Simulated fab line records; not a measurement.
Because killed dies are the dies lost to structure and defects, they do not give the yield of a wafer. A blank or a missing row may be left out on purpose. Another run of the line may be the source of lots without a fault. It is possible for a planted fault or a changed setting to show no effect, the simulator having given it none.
fab line records | flow nandHarc
record lots=6 | wafers=18 | lastDay=24
route steps=1159 shown P_M0@282 P_M1@285
lots with no fault: from the same line, run without faults
startH: hours from the record's first day to the start of the lot's first wafer shown | waitH: how many hours have passed since the lot's step before this one | " unchanged from the row above | L1.1+2: several wafers, shown together as one row | - no value, or no start given | * or withheld: withheld | < > ~ a bound
route shown NAME@n: names a module that has steps shown in the file, with the first one's number in the route | usual: the fault-free wafers' mean and standard deviation | same: alike in all rows | chamber/n: place in a boat | sites: per-site readings | _std_site: the values' standard deviation | _edge_site: mean of outer sites minus mean of inner sites | radiusMm: how far each site lies from the wafer's centre | mask NAME#n: copy n | behind: the most recent tool/chamber to have shaped the wafer | hold: why the lot went on hold/how many hours it stayed there/how the hold came to an end | device: whichever transistor did not switch (one of n, p or np) | end of line: at the end of the route, the tests of the same wafers | step lacking rows: just its recipe | killed: not the wafer's yield, but the dies lost to structure and defects at the first sort | map: a wafer's dies, marking killed ones x, the rest . and places with no die _
set.NAME: the setting as run; set.NAME@STEP: as run at that earlier step | model.NAME: the simulator's own value behind a step, which no gauge read
a table for each step, a row for each wafer; lots at some steps of the route
services: a tool's chamber out of use, with start hour (startH, from the record's first day; less than 0 if before it), hours out, and reason
## steps
# step NHARC_P_M0_INSPECT_27
# usual rawDefectCount=286/110
lot.wafer | tool             | chamber | startH | waitH | rawDefectCount
L867.2    | defectInspect-02 | -       | 144.98 | 0.0   | 235
L867.5    | "                | -       | "      | "     | 278
L867.6    | "                | -       | "      | "     | 191
L870.3    | defectInspect-01 | -       | 169.71 | 0.0   | 163
L870.4    | "                | -       | "      | "     | 249
L870.6    | "                | -       | "      | "     | 317
L872.2    | defectInspect-02 | -       | 176.76 | 0.0   | 467
L872.5    | "                | -       | "      | "     | 457
L872.6    | "                | -       | "      | "     | 634
L874.2    | defectInspect-01 | -       | 207.40 | 0.0   | 191
L874.4    | "                | -       | "      | "     | 142
L874.5    | "                | -       | "      | "     | 197
L883.2    | defectInspect-02 | -       | 244.25 | 0.0   | 360
L883.3    | "                | -       | "      | "     | 443
L883.5    | "                | -       | "      | "     | 301
L885.1    | defectInspect-02 | -       | 250.36 | 0.0   | 327
L885.3    | "                | -       | "      | "     | 115
L885.5    | "                | -       | "      | "     | 386
# step NHARC_P_M0_PRE_CLEAN_31
# recipe timeS=12 | tempC=370 | rfPowerW=300 | gas=NH3
# usual heaterPowerW=575/68
lot.wafer | tool     | chamber | startH | waitH | heaterPowerW
L867.2    | pecvd-04 | 2       | 145.06 | 0.1   | 573
L867.5    | "        | 2       | "      | "     | 579
L867.6    | "        | 0       | "      | "     | 660
L870.3    | pecvd-04 | 2       | 169.80 | 0.1   | 630
L870.4    | "        | 0       | "      | "     | 648
L870.6    | "        | 2       | "      | "     | 608
L872.2    | pecvd-02 | 0       | 176.85 | 0.1   | 652
L872.6    | "        | 1       | "      | "     | 652
L872.5    | "        | 2       | "      | "     | 546
L874.2    | pecvd-02 | 1       | 207.48 | 0.1   | 620
L874.5    | "        | 1       | "      | "     | 623
L874.4    | "        | 2       | "      | "     | 519
L883.3    | pecvd-03 | 1       | 244.32 | 0.1   | 523
L883.2    | "        | 0       | "      | "     | 474
L883.5    | "        | 0       | "      | "     | 463
L885.1    | pecvd-03 | 0       | 250.43 | 0.1   | 441
L885.3    | "        | 1       | "      | "     | 571
L885.5    | "        | 0       | "      | "     | 446
# step NHARC_P_M0_DEP_32
# recipe targetThkA=300 | tempC=370 | targetThkNm=30 | pressureTorr=3 | flowSccm=200 | rfW=450 | material=SiCN
# usual heaterPowerW=527/64
lot.wafer | tool     | chamber | startH | waitH | heaterPowerW
L867.2    | pecvd-04 | 2       | 145.16 | 0.1   | 581
L867.5    | "        | 2       | "      | "     | 578
L867.6    | "        | 0       | "      | "     | 564
L870.3    | pecvd-04 | 2       | 169.94 | 0.1   | 567
L870.4    | "        | 0       | "      | "     | 600
L870.6    | "        | 2       | "      | "     | 579
L872.2    | pecvd-02 | 0       | 176.99 | 0.1   | 525
L872.6    | "        | 1       | "      | "     | 589
L872.5    | "        | 2       | "      | "     | 479
L874.2    | pecvd-02 | 1       | 207.59 | 0.1   | 541
L874.5    | "        | 1       | "      | "     | 527
L874.4    | "        | 2       | "      | "     | 488
L883.3    | pecvd-03 | 1       | 244.40 | 0.1   | 555
L883.2    | "        | 0       | "      | "     | 406
L883.5    | "        | 0       | "      | "     | 403
L885.1    | pecvd-03 | 0       | 250.51 | 0.1   | 480
L885.3    | "        | 1       | "      | "     | 573
L885.5    | "        | 0       | "      | "     | 493
# step NHARC_P_M1_DEP_00
# recipe targetThkA=1825 | targetThkNm=182.5 | tempC=withheld | pressureTorr=5 | flowSccm=200 | rfW=600 | material=SiOC
# step NHARC_P_M1_DEHYDRATE_01
# recipe tempC=150 | timeS=120
# step NHARC_P_M1_HMDS_02
# recipe timeS=30
# step NHARC_P_M1_COAT_34
# recipe tempC=200 | timeS=65
# step NHARC_P_M1_COAT_03
# recipe spinRpm=1500 | resistThkNm=90
# step NHARC_P_M1_SOFTBAKE_04
# recipe tempC=105 | timeS=55
# step NHARC_P_M1_EBR_05
# step NHARC_P_M1_EXPOSE_06
# recipe na=1.35 | targetCdNm=130 | doseMj=81.88 | maskId=P_M1
# step NHARC_P_M1_PEB_07
# recipe pebTempC=100 | pebTimeS=65
# usual heaterPowerTotalW=156.6/0.44 | plateTempC=100.03/0.13
lot.wafer | tool          | chamber | startH | waitH | heaterPowerTotalW | plateTempC
L867.2    | lithoTrack-06 | 0       | 146.16 | 0.1   | 156.1             | 100.16
L867.5    | "             | 0       | "      | "     | 157.0             | 100.09
L867.6    | "             | 0       | "      | "     | 157.1             | 99.99
L870.3    | lithoTrack-01 | 0       | 171.03 | 0.0   | 179.2             | 110.25
L870.4    | "             | 0       | "      | "     | 178.9             | 110.16
L870.6    | "             | 0       | "      | "     | 178.4             | 110.21
L872.2    | lithoTrack-01 | 0       | 177.94 | 0.1   | 178.8             | 110.15
L872.5    | "             | 0       | "      | "     | 178.9             | 110.24
L872.6    | "             | 0       | "      | "     | 178.5             | 110.45
L874.2    | lithoTrack-06 | 0       | 208.61 | 0.1   | 156.0             | 99.87
L874.4    | "             | 0       | "      | "     | 156.1             | 100.15
L874.5    | "             | 0       | "      | "     | 156.8             | 99.90
L883.2    | lithoTrack-06 | 0       | 245.56 | 0.1   | 156.9             | 100.15
L883.3    | "             | 0       | "      | "     | 157.0             | 100.18
L883.5    | "             | 0       | "      | "     | 157.1             | 100.01
L885.1    | lithoTrack-01 | 0       | 251.56 | 0.1   | 156.2             | 100.19
L885.3    | "             | 0       | "      | "     | 157.2             | 100.03
L885.5    | "             | 0       | "      | "     | 157.1             | 100.02
# step NHARC_P_M1_DEVELOP_08
# recipe developTimeS=35 | devTempC=23
# step NHARC_P_M1_CD_MEAS_09
# recipe targetCdNm=130 | landingEnergyEv=500
# usual cdNm=129.7/0.65
# same landingEnergyEv=500
lot.wafer | tool     | chamber | startH | waitH | cdNm
L867.2    | cdSem-02 | 0       | 146.24 | -     | 129.7
L867.5    | "        | 0       | "      | "     | 129.9
L867.6    | "        | 0       | "      | "     | 129.7
L870.3    | cdSem-02 | 0       | 171.11 | -     | 159.5
L870.4    | "        | 0       | "      | "     | 160.3
L870.6    | "        | 0       | "      | "     | 159.2
L872.2    | cdSem-03 | 0       | 178.02 | -     | 152.7
L872.5    | "        | 0       | "      | "     | 152.9
L872.6    | "        | 0       | "      | "     | 153.0
L874.2    | cdSem-02 | 0       | 208.69 | -     | 129.8
L874.4    | "        | 0       | "      | "     | 129.7
L874.5    | "        | 0       | "      | "     | 129.2
L883.2    | cdSem-01 | 0       | 245.64 | -     | 129.9
L883.3    | "        | 0       | "      | "     | 129.0
L883.5    | "        | 0       | "      | "     | 128.9
L885.1    | cdSem-02 | 0       | 251.64 | -     | 130.4
L885.3    | "        | 0       | "      | "     | 129.6
L885.5    | "        | 0       | "      | "     | 129.9
# step NHARC_P_M1_OVL_MEAS_10
# recipe pitchNm=260
# usual overlayXNm=-0.1/0.84 | overlayYNm=0.0/0.72
lot.wafer | tool       | chamber | startH | waitH | overlayXNm | overlayYNm
L867.2    | overlay-02 | -       | 146.33 | -     | -0.3       | 0.5
L867.5    | "          | -       | "      | "     | -0.2       | 0.4
L867.6    | "          | -       | "      | "     | 0.2        | 0.1
L870.3    | overlay-01 | -       | 171.20 | -     | 0.5        | 0.1
L870.4    | "          | -       | "      | "     | 0.3        | 0.6
L870.6    | "          | -       | "      | "     | 0.0        | -0.6
L872.2    | overlay-02 | -       | 178.11 | -     | 0.9        | -0.1
L872.5    | "          | -       | "      | "     | 1.5        | -0.2
L872.6    | "          | -       | "      | "     | 0.7        | 0.1
L874.2    | overlay-02 | -       | 208.78 | -     | 1.8        | -0.2
L874.4    | "          | -       | "      | "     | 2.0        | -0.7
L874.5    | "          | -       | "      | "     | 1.4        | 0.0
L883.2    | overlay-01 | -       | 245.73 | -     | -0.3       | -0.2
L883.3    | "          | -       | "      | "     | 0.3        | -0.5
L883.5    | "          | -       | "      | "     | 0.1        | -0.9
L885.1    | overlay-02 | -       | 251.73 | -     | 0.8        | -1.2
L885.3    | "          | -       | "      | "     | 0.4        | -0.8
L885.5    | "          | -       | "      | "     | 0.7        | -1.5
# step NHARC_P_M1_INSPECT_11
# usual rawDefectCount=3.7/2.7
lot.wafer | tool             | chamber | startH | waitH | rawDefectCount
L867.2    | defectInspect-01 | -       | 146.37 | 0.0   | 1
L867.5    | "                | -       | "      | "     | 3
L867.6    | "                | -       | "      | "     | 2
L870.3    | defectInspect-02 | -       | 171.23 | 0.0   | 4
L870.4    | "                | -       | "      | "     | 3
L870.6    | "                | -       | "      | "     | 5
L872.2    | defectInspect-01 | -       | 178.15 | 0.0   | 3
L872.5    | "                | -       | "      | "     | 4
L872.6    | "                | -       | "      | "     | 11
L874.2    | defectInspect-01 | -       | 208.81 | 0.0   | 4
L874.4    | "                | -       | "      | "     | 1
L874.5    | "                | -       | "      | "     | 1
L883.2    | defectInspect-02 | -       | 245.78 | 0.1   | 3
L883.3    | "                | -       | "      | "     | 4
L883.5    | "                | -       | "      | "     | 2
L885.1    | defectInspect-02 | -       | 251.77 | 0.0   | 10
L885.3    | "                | -       | "      | "     | 6
L885.5    | "                | -       | "      | "     | 6
# step NHARC_P_M1_DESCUM_14
# recipe timeS=3 | o2FlowSccm=200 | arFlowSccm=0 | biasPowerW=0 | chemistry=O2
# usual drypumpMotorCurrentA=5.6/0.5 | oesProductAu=0.996/0.0091 | rfVppV=57.8/0.96 | showerheadPlenumPTorr=1.94/0.082 | throttleValvePct=11.310/0.0094
lot.wafer | tool       | chamber | startH | waitH | drypumpMotorCurrentA | oesProductAu | rfHoursCounterH | rfVppV | showerheadPlenumPTorr | throttleValvePct | model.P_M1.cdNm
L867.2    | rieDiel-08 | 1       | 146.43 | 0.1   | 5.3                  | 0.988        | 0.2             | 56.6   | 1.92                  | 11.315           | 129.9
L867.6    | "          | 1       | "      | "     | 5.3                  | 0.985        | -               | 58.4   | 1.92                  | 11.293           | 129.3
L867.5    | "          | 2       | "      | "     | 5.6                  | 1.008        | -               | 57.4   | 1.92                  | 11.314           | 129.9
L870.4    | rieDiel-12 | 1       | 171.29 | 0.1   | 5.7                  | 1.007        | 8.5             | 57.7   | 1.92                  | 11.318           | 160.2
L870.3    | "          | 2       | "      | "     | 5.1                  | 0.986        | 7.8             | 57.1   | 1.92                  | 11.322           | 159.6
L870.6    | "          | 2       | "      | "     | 5.1                  | 0.996        | -               | 57.7   | 1.92                  | 11.306           | 159.1
L872.2    | rieDiel-08 | 0       | 178.22 | 0.1   | 6.2                  | 0.981        | 1.1             | 58.2   | 2.06                  | 11.315           | 153.1
L872.6    | "          | 3       | "      | "     | 5.2                  | 0.992        | -               | 57.9   | 2.00                  | 11.314           | 152.8
L872.5    | "          | 0       | "      | "     | 6.2                  | 0.996        | -               | 57.8   | 2.06                  | 11.311           | 153.1
L874.2    | rieDiel-10 | 3       | 208.88 | 0.1   | 5.2                  | 1.007        | 1.7             | 57.2   | 1.81                  | 11.310           | 130.1
L874.4    | "          | 0       | "      | "     | 5.9                  | 0.993        | 1.5             | 57.3   | 1.84                  | 11.317           | 130
L874.5    | "          | 3       | "      | "     | 5.1                  | 0.997        | -               | 56.7   | 1.81                  | 11.299           | 129.6
L883.3    | rieDiel-12 | 0       | 245.85 | 0.1   | 6.7                  | 0.999        | 2.0             | 60.0   | 2.06                  | 11.320           | 128.9
L883.2    | "          | 2       | "      | "     | 5.1                  | 1.000        | 2.2             | 58.5   | 1.92                  | 11.310           | 131.4
L883.5    | "          | 3       | "      | "     | 5.1                  | 0.987        | -               | 59.4   | 2.01                  | 11.305           | 129.8
L885.3    | rieDiel-10 | 1       | 251.83 | 0.1   | 5.7                  | 1.006        | 5.8             | 58.2   | 1.99                  | 11.319           | 128.8
L885.1    | "          | 2       | "      | "     | 5.3                  | 0.989        | 6.5             | 57.7   | 1.89                  | 11.323           | 130.5
L885.5    | "          | 1       | "      | "     | 5.7                  | 0.998        | -               | 57.8   | 1.99                  | 11.300           | 129.5
# step NHARC_P_M1_ETCH_35
# recipe targetDepthA=400 | overetchA=120 | timeS=43.94 | ionEnergyEv=200 | n2FlowSccm=150 | h2FlowSccm=150 | arFlowSccm=0 | rfW=400 | biasW=150 | chemistry=N2/H2
# usual drypumpMotorCurrentA=5.6/0.48 | n2FlowSccm=150.1/0.46 | oesProductAu=0.997/0.0094 | rfVppV=431.3/2.5 | showerheadPlenumPTorr=2.07/0.088 | throttleValvePct=14.172/0.0093
lot.wafer | tool       | chamber | startH | waitH | drypumpMotorCurrentA | n2FlowSccm | oesProductAu | rfHoursCounterH | rfVppV | showerheadPlenumPTorr | throttleValvePct
L867.2    | rieDiel-08 | 1       | 146.52 | 0.1   | 5.3                  | 149.7      | 0.985        | 0.2             | 429.7  | 2.04                  | 14.175
L867.5    | "          | 3       | "      | "     | 5.3                  | 149.8      | 0.989        | -               | 433.6  | 2.13                  | 14.180
L867.6    | "          | 0       | "      | "     | 6.2                  | 150.5      | 0.995        | -               | 434.9  | 2.20                  | 14.187
L870.4    | rieDiel-12 | 3       | 171.38 | 0.1   | 5.2                  | 150.5      | 0.998        | 7.8             | 432.8  | 2.15                  | 14.170
L870.3    | "          | 0       | "      | "     | 6.7                  | 150.2      | 1.004        | 7.8             | 436.3  | 2.21                  | 14.172
L870.6    | "          | 3       | "      | "     | 5.2                  | 150.1      | 0.983        | -               | 434.7  | 2.15                  | 14.168
L872.2    | rieDiel-08 | 3       | 178.31 | 0.1   | 5.3                  | 150.7      | 0.994        | 1.2             | 433.5  | 2.13                  | 14.180
L872.6    | "          | 0       | "      | "     | 6.2                  | 150.5      | 1.001        | -               | 434.3  | 2.20                  | 14.187
L872.5    | "          | 1       | "      | "     | 5.3                  | 149.3      | 0.997        | -               | 430.9  | 2.04                  | 14.169
L874.4    | rieDiel-10 | 0       | 208.97 | 0.1   | 5.9                  | 149.3      | 0.981        | 1.5             | 428.4  | 1.96                  | 14.174
L874.2    | "          | 1       | "      | "     | 5.7                  | 150.4      | 1.002        | 1.8             | 431.8  | 2.13                  | 14.179
L874.5    | "          | 3       | "      | "     | 5.2                  | 150.1      | 0.985        | -               | 426.1  | 1.92                  | 14.163
L883.2    | rieDiel-12 | 1       | 245.94 | 0.1   | 5.7                  | 150.1      | 0.992        | 2.1             | 430.6  | 2.05                  | 14.171
L883.3    | "          | 2       | "      | "     | 5.1                  | 149.4      | 1.001        | 2.2             | 431.1  | 2.04                  | 14.175
L883.5    | "          | 1       | "      | "     | 5.8                  | 150.0      | 0.992        | -               | 429.1  | 2.05                  | 14.147
L885.3    | rieDiel-10 | 0       | 251.91 | 0.1   | 5.9                  | 150.8      | 0.995        | 4.8             | 427.8  | 1.95                  | 14.177
L885.1    | "          | 3       | "      | "     | 5.1                  | 148.7      | 0.992        | 6.2             | 426.1  | 1.92                  | 14.175
L885.5    | "          | 1       | "      | "     | 5.7                  | 150.9      | 1.003        | -               | 433.0  | 2.13                  | 14.166
# step NHARC_P_M1_ETCH_15
# recipe targetDepthA=1825 | timeS=91.2 | c4f8FlowSccm=withheld | arFlowSccm=400 | rfW=600 | biasW=300 | chemistry=C4F8/Ar
# usual oesProductAu=0.959/0.016 | rfVppV=441.4/2.5
lot.wafer | tool       | chamber | startH | waitH | oesProductAu | rfHoursCounterH | rfVppV
L867.2    | rieDiel-08 | 2       | -      | -     | 0.957        | 0.3             | 441.3
L867.5    | "          | 2       | "      | "     | 0.951        | -               | 441.7
L867.6    | "          | 3       | "      | "     | 0.952        | -               | 444.1
L870.3    | rieDiel-12 | 0       | -      | -     | 0.986        | 7.8             | 444.6
L870.4    | "          | 1       | "      | "     | 0.971        | 8.5             | 440.3
L870.6    | "          | 0       | "      | "     | 0.975        | -               | 444.8
L872.2    | rieDiel-08 | 0       | -      | -     | 0.961        | 1.1             | 443.4
L872.6    | "          | 1       | "      | "     | 0.966        | -               | 440.0
L872.5    | "          | 2       | "      | "     | 0.986        | -               | 441.1
L874.4    | rieDiel-10 | 3       | -      | -     | 0.962        | 1.7             | 436.8
L874.2    | "          | 1       | "      | "     | 0.991        | 1.8             | 443.3
L874.5    | "          | 2       | "      | "     | 0.960        | -               | 440.8
L883.2    | rieDiel-12 | 2       | -      | -     | 0.970        | 2.2             | 440.1
L883.3    | "          | 3       | "      | "     | 0.948        | 2.2             | 444.2
L883.5    | "          | 2       | "      | "     | 0.972        | -               | 440.7
L885.3    | rieDiel-10 | 2       | -      | -     | 0.950        | 6.6             | 439.6
L885.1    | "          | 0       | "      | "     | 0.957        | 4.8             | 438.8
L885.5    | "          | 2       | "      | "     | 0.950        | -               | 438.7
# step NHARC_P_M1_CD_MEAS_16
# usual cdNm=129.7/0.8
lot.wafer | tool     | chamber | startH | waitH | cdNm
L867.2    | cdSem-02 | -       | 146.73 | -     | 129.2
L867.5    | "        | -       | "      | "     | 129.5
L867.6    | "        | -       | "      | "     | 129.6
L870.3    | cdSem-02 | -       | 171.60 | -     | 159.2
L870.4    | "        | -       | "      | "     | 159.8
L870.6    | "        | -       | "      | "     | 158.9
L872.2    | cdSem-03 | -       | 178.51 | -     | 153.1
L872.5    | "        | -       | "      | "     | 152.4
L872.6    | "        | -       | "      | "     | 153.5
L874.2    | cdSem-01 | -       | 209.19 | -     | 130.1
L874.4    | "        | -       | "      | "     | 129.8
L874.5    | "        | -       | "      | "     | 129.6
L883.2    | cdSem-01 | -       | 246.15 | -     | 131.6
L883.3    | "        | -       | "      | "     | 129.6
L883.5    | "        | -       | "      | "     | 130.3
L885.1    | cdSem-03 | -       | 252.14 | -     | 130.2
L885.3    | "        | -       | "      | "     | 128.8
L885.5    | "        | -       | "      | "     | 129.4
# step NHARC_P_M1_STRIP_18
# recipe powerW=1000 | n2FlowSccm=150 | h2FlowSccm=150 | arFlowSccm=0 | biasW=0 | chemistry=N2/H2
# usual drypumpMotorCurrentA=5.6/0.53 | n2FlowSccm=150.0/0.46 | oesProductAu=0.996/0.0094 | rfVppV=90.8/0.95 | showerheadPlenumPTorr=2.08/0.082 | throttleValvePct=14.171/0.0094
lot.wafer | tool       | chamber | startH | waitH | drypumpMotorCurrentA | n2FlowSccm | oesProductAu | rfHoursCounterH | rfVppV | showerheadPlenumPTorr | throttleValvePct
L867.2    | rieDiel-10 | 1       | 146.88 | 0.1   | 5.7                  | 149.1      | 1.007        | 13              | 91.1   | 2.13                  | 14.159
L867.5    | "          | 2       | "      | "     | 5.3                  | 150.4      | 1.005        | -               | 91.4   | 2.01                  | 14.193
L867.6    | "          | 3       | "      | "     | 5.1                  | 150.5      | 0.994        | -               | 90.0   | 1.92                  | 14.165
L870.4    | rieDiel-08 | 0       | 171.67 | 0.1   | 6.2                  | 150.1      | 1.001        | 1               | 92.2   | 2.20                  | 14.177
L870.3    | "          | 3       | "      | "     | 5.3                  | 150.3      | 1.002        | 1               | 90.2   | 2.13                  | 14.167
L870.6    | "          | 0       | "      | "     | 6.2                  | 150.1      | 1.009        | -               | 92.3   | 2.20                  | 14.154
L872.2    | rieDiel-08 | 0       | 178.64 | 0.1   | 6.2                  | 150.5      | 1.010        | 1               | 91.3   | 2.20                  | 14.160
L872.5    | "          | 2       | "      | "     | 5.6                  | 149.6      | 0.999        | -               | 89.9   | 2.04                  | 14.178
L872.6    | "          | 3       | "      | "     | 5.2                  | 150.3      | 0.995        | -               | 91.2   | 2.13                  | 14.178
L874.4    | rieDiel-08 | 1       | 209.27 | 0.1   | 5.3                  | 149.7      | 0.981        | 2               | 91.3   | 2.04                  | 14.181
L874.2    | "          | 0       | "      | "     | 6.2                  | 150.1      | 0.984        | 2               | 92.8   | 2.20                  | 14.157
L874.5    | "          | 1       | "      | "     | 5.3                  | 150.3      | 0.985        | -               | 90.7   | 2.04                  | 14.172
L883.3    | rieDiel-12 | 3       | 246.23 | 0.1   | 5.2                  | 150.0      | 0.973        | 2               | 91.9   | 2.15                  | 14.181
L883.2    | "          | 0       | "      | "     | 6.7                  | 150.0      | 1.008        | 2               | 91.5   | 2.20                  | 14.160
L883.5    | "          | 3       | "      | "     | 5.2                  | 150.8      | 0.969        | -               | 89.3   | 2.15                  | 14.159
L885.1    | rieDiel-12 | 2       | 252.21 | 0.1   | 5.1                  | 149.7      | 1.000        | 3               | 92.0   | 2.04                  | 14.156
L885.3    | "          | 0       | "      | "     | 6.7                  | 149.8      | 1.000        | 3               | 90.8   | 2.20                  | 14.164
L885.5    | "          | 2       | "      | "     | 5.1                  | 150.2      | 1.006        | -               | 89.8   | 2.04                  | 14.169
# step NHARC_P_M1_ETCH_28
# recipe targetDepthA=300 | overEtchFrac=0.3 | timeS=72.99 | ionEnergyEv=150 | cf4FlowSccm=50 | n2FlowSccm=100 | arFlowSccm=150 | rfW=300 | biasW=100 | chemistry=CF4/N2
# usual drypumpMotorCurrentA=5.6/0.57 | n2FlowSccm=100.01/0.28 | oesProductAu=0.999/0.0085 | rfVppV=315.1/1.7 | showerheadPlenumPTorr=2.69/0.099 | throttleValvePct=19.795/0.0087
lot.wafer | tool       | chamber | startH | waitH | drypumpMotorCurrentA | n2FlowSccm | oesProductAu | rfHoursCounterH | rfVppV | showerheadPlenumPTorr | throttleValvePct | model.P_M1.cdNm
L867.2    | rieDiel-10 | 2       | -      | -     | 5.3                  | 100.13     | 1.014        | 11              | 312.6  | 2.59                  | 19.795           | 129
L867.5    | "          | 3       | "      | "     | 5.1                  | 100.15     | 1.007        | -               | 312.9  | 2.49                  | 19.797           | 129.8
L867.6    | "          | 0       | "      | "     | 5.9                  | 100.05     | 0.997        | -               | 313.8  | 2.53                  | 19.793           | 129.6
L870.3    | rieDiel-08 | 3       | -      | -     | 5.2                  | 99.77      | 0.998        | 1               | 315.6  | 2.73                  | 19.807           | 158.5
L870.4    | "          | 2       | "      | "     | 5.6                  | 99.72      | 0.996        | 1               | 314.3  | 2.63                  | 19.800           | 159.8
L870.6    | "          | 0       | "      | "     | 6.2                  | 99.97      | 0.995        | -               | 317.2  | 2.81                  | 19.801           | 158.6
L872.2    | rieDiel-08 | 1       | -      | -     | 5.3                  | 99.72      | 0.983        | 1               | 313.1  | 2.63                  | 19.788           | 152.9
L872.6    | "          | 2       | "      | "     | 5.6                  | 99.95      | 1.001        | -               | 313.9  | 2.63                  | 19.789           | 153.6
L872.5    | "          | 3       | "      | "     | 5.2                  | 100.02     | 0.981        | -               | 315.0  | 2.73                  | 19.800           | 152.9
L874.4    | rieDiel-08 | 3       | -      | -     | 5.3                  | 100.30     | 0.995        | 2               | 315.2  | 2.73                  | 19.801           | 129.8
L874.2    | "          | 0       | "      | "     | 6.2                  | 99.76      | 0.992        | 2               | 316.4  | 2.81                  | 19.793           | 130.1
L874.5    | "          | 1       | "      | "     | 5.3                  | 99.72      | 0.998        | -               | 314.3  | 2.63                  | 19.791           | 129.7
L883.2    | rieDiel-12 | 1       | -      | -     | 5.7                  | 99.75      | 0.999        | 2               | 315.2  | 2.63                  | 19.784           | 132.7
L883.3    | "          | 2       | "      | "     | 5.1                  | 99.93      | 0.996        | 2               | 316.1  | 2.63                  | 19.784           | 128.8
L883.5    | "          | 0       | "      | "     | 6.7                  | 100.11     | 1.004        | -               | 317.2  | 2.82                  | 19.796           | 129.9
L885.1    | rieDiel-12 | 0       | -      | -     | 6.7                  | 100.55     | 0.999        | 3               | 318.0  | 2.82                  | 19.811           | 129.7
L885.3    | "          | 1       | "      | "     | 5.7                  | 100.02     | 0.989        | 3               | 314.7  | 2.63                  | 19.789           | 129.9
L885.5    | "          | 3       | "      | "     | 5.1                  | 99.50      | 0.985        | -               | 316.1  | 2.76                  | 19.798           | 128.9
# step NHARC_P_M1_STRIP_19
# recipe timeS=600 | tempC=30 | chemistry=postEtchResidueRemover
## services
tool       | chamber | startH | hours | kind
rieDiel-08 | -       | 124.80 | 9.0   | pm
rieDiel-08 | 0       | 124.80 | 9.0   | ventCycle
rieDiel-08 | 1       | 124.80 | 9.0   | ventCycle
rieDiel-08 | 2       | 124.80 | 9.0   | ventCycle
rieDiel-08 | 3       | 124.80 | 9.0   | ventCycle
rieDiel-10 | 0       | 128.19 | 2.0   | repair
rieDiel-12 | -       | 131.52 | 0.3   | repair
rieDiel-08 | 0       | 133.80 | -     | clean
rieDiel-08 | 1       | 133.80 | -     | clean
rieDiel-08 | 2       | 133.80 | -     | clean
rieDiel-08 | 3       | 133.80 | -     | clean
pecvd-02   | -       | 153.14 | 13.0  | pm
rieDiel-08 | 0       | 158.36 | -     | clean
rieDiel-08 | 1       | 158.36 | -     | clean
rieDiel-08 | 2       | 158.36 | -     | clean
rieDiel-08 | 3       | 158.36 | -     | clean
pecvd-03   | -       | 168.33 | 5.8   | repair
pecvd-02   | 2       | 170.18 | 2.3   | repair
rieDiel-10 | -       | 176.50 | 9.0   | pm
rieDiel-08 | 0       | 182.86 | -     | clean
pecvd-04   | -       | 195.00 | 13.0  | pm
rieDiel-12 | -       | 202.40 | 9.0   | pm
rieDiel-10 | 0       | 225.25 | 10.0  | repair
pecvd-04   | 1       | 251.46 | 5.5   | repair
## key
firstSign step=NHARC_P_M1_PEB_07 | reading=plateTempC | direction=up | sigmas=81 | usual=* | struck=*
effect step=NHARC_P_M1_PEB_07 | reading=heaterPowerTotalW | direction=up | sigmas=51 | usual=* | struck=*
effect step=NHARC_P_M1_CD_MEAS_09 | reading=cdNm | direction=up | sigmas=41 | usual=129.7 | struck=156.3 | through=controlLoop
effect step=NHARC_P_M1_CD_MEAS_16 | reading=cdNm | direction=up | sigmas=33 | usual=129.7 | struck=156.2 | through=controlLoop
modelEffect step=NHARC_P_M1_DESCUM_14 | value=P_M1.cdNm | without=130.4 | struck=156.3
modelEffect step=NHARC_P_M1_ETCH_28 | value=P_M1.cdNm | without=130.1 | struck=156
metAt NHARC_P_M1_PEB_07
struckWafers L870.3,L870.4,L870.6,L872.2,L872.5,L872.6
laterRowsLeftOut L870.3,L870.4,L870.6,L872.6
sortLeftOut L870.3,L870.4,L870.6,L872.2,L872.5,L872.6
loopTrim step=NHARC_P_M1_EXPOSE_06 | setting=dose | lots=L872
fault kind=processParameterDrift | tool=lithoTrack-01 | chamber=- | onsetH=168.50 | steps=NHARC_P_M1_PEB_07 | channel=pebTempC | offset=* | shape=step | endH=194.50 | actsIn=* | stated=*
# sortLeftOut: the simulated sort isn't trusted on such a fault, so these wafers' sort isn't shown, and their yield isn't known
# laterRowsLeftOut: the simulator's readings of these wafers behind a module that went badly wrong aren't trusted and aren't shown, but for the sort
# loopTrim: a control loop set the setting to another value than it would have without faults
